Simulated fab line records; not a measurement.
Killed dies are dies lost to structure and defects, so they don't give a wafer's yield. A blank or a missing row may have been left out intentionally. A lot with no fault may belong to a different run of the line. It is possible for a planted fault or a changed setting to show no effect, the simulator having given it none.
Matching of chambers | flow n5Finfet | 3 sister chambers for N5_BEOL_M12_ILD_DEP_00 on pecvd-04
The step deposits SiOC from DEMS/O2, target thk 658.92 nm, time 130.7 s. 6 wafers are shown with their chamber, then 7 later ones without.

## WAFERS WITH THEIR CHAMBER
wafer  | chamber | throttleValvePct (%) | showerheadVppV (V)
L082.2 | 1       | 13.4                 | 1462
L083.1 | 1       | 13.5                 | 1461
L083.2 | 0       | 12.8                 | 1349
L083.5 | 0       | 12.5                 | 1335
L086.1 | 2       | 11.8                 | 1350
L086.4 | 2       | 11.6                 | 1336

## WAFERS MISSING THEIR CHAMBER
wafer  | throttleValvePct (%) | showerheadVppV (V)
L086.5 | 12.5                 | 1358
L088.1 | 13.3                 | 1487
L088.3 | 12.7                 | 1371
L088.6 | 11.8                 | 1341
L091.2 | 11.9                 | 1379
L091.3 | 13.3                 | 1471
L091.5 | 11.9                 | 1348

## WHICH CHAMBER EACH ONE RAN IN
wafer  | from the rows above | in truth
L086.5 | 0                   | 0
L088.1 | 1                   | 1
L088.3 | 0                   | 0
L088.6 | 2                   | 2
L091.2 | 2                   | 2
L091.3 | 1                   | 1
L091.5 | 2                   | 2
Correctly placed: 7 of 7. Not placeable from these rows: 0. 0 placed wrongly.
How it was worked out, from the rows above alone: a wafer's distance from a chamber is the root of the sum, over the readings, of the square of ((its reading less the chamber's mean) divided by the reading's scatter). If the next closest chamber is less than 2 further off than the closest, the wafer can't be placed; otherwise it belongs to the closest. The mean given for a chamber averages the wafers shown for that chamber. How the scatter is found: for the shown wafers, subtract from each reading the mean of its chamber, square and add these, divide the total by (wafers less chambers), then take the root.
